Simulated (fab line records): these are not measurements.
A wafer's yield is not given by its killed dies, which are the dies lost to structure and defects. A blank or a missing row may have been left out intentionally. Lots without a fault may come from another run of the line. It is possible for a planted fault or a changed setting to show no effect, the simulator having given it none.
Chamber matching / flow n5 finfet / N5_BEOL_M11_DESCUM_16 on rie diel-05: 4 sister chambers
The step chemistry O2, time 7.9 s. 4 wafers are shown with their chamber, then 7 later ones without.

== WAFERS WITH THEIR CHAMBER ==
wafer=L090.2; chamber=3; showerhead plenum p Torr (Torr)=2.17
wafer=L090.5; chamber=1; showerhead plenum p Torr (Torr)=2.22
wafer=L095.2; chamber=0; showerhead plenum p Torr (Torr)=2.06
wafer=L095.3; chamber=2; showerhead plenum p Torr (Torr)=2.04

== WAFERS MISSING THEIR CHAMBER ==
wafer=L095.6; showerhead plenum p Torr (Torr)=2.04
wafer=L097.3; showerhead plenum p Torr (Torr)=2.04
wafer=L097.4; showerhead plenum p Torr (Torr)=2.06
wafer=L097.6; showerhead plenum p Torr (Torr)=2.06
wafer=L096.1; showerhead plenum p Torr (Torr)=2.21
wafer=L096.3; showerhead plenum p Torr (Torr)=2.06
wafer=L096.5; showerhead plenum p Torr (Torr)=2.21

== WHICH CHAMBER EACH WENT THROUGH ==
wafer=L095.6; from the rows above=2; in truth=2
wafer=L097.3; from the rows above=2; in truth=2
wafer=L097.4; from the rows above=0; in truth=0
wafer=L097.6; from the rows above=0; in truth=0
wafer=L096.1; from the rows above=1; in truth=1
wafer=L096.3; from the rows above=0; in truth=0
wafer=L096.5; from the rows above=1; in truth=1
Correctly placed: 7 of 7. Not placeable from these rows: 0. Wrongly placed: 0.
How it was worked out, from the rows above alone: a wafer's distance from a chamber is the root of the sum, over the readings, of the square of ((its reading less the chamber's mean) divided by the reading's scatter). The wafer belongs to the nearest chamber; if the next one is less than 2 further off, it can't be placed. The mean given for a chamber averages the wafers shown for that chamber. The scatter: with one shown wafer a chamber, the root of the mean of the squares of how far each hidden wafer lies from its nearest shown one.
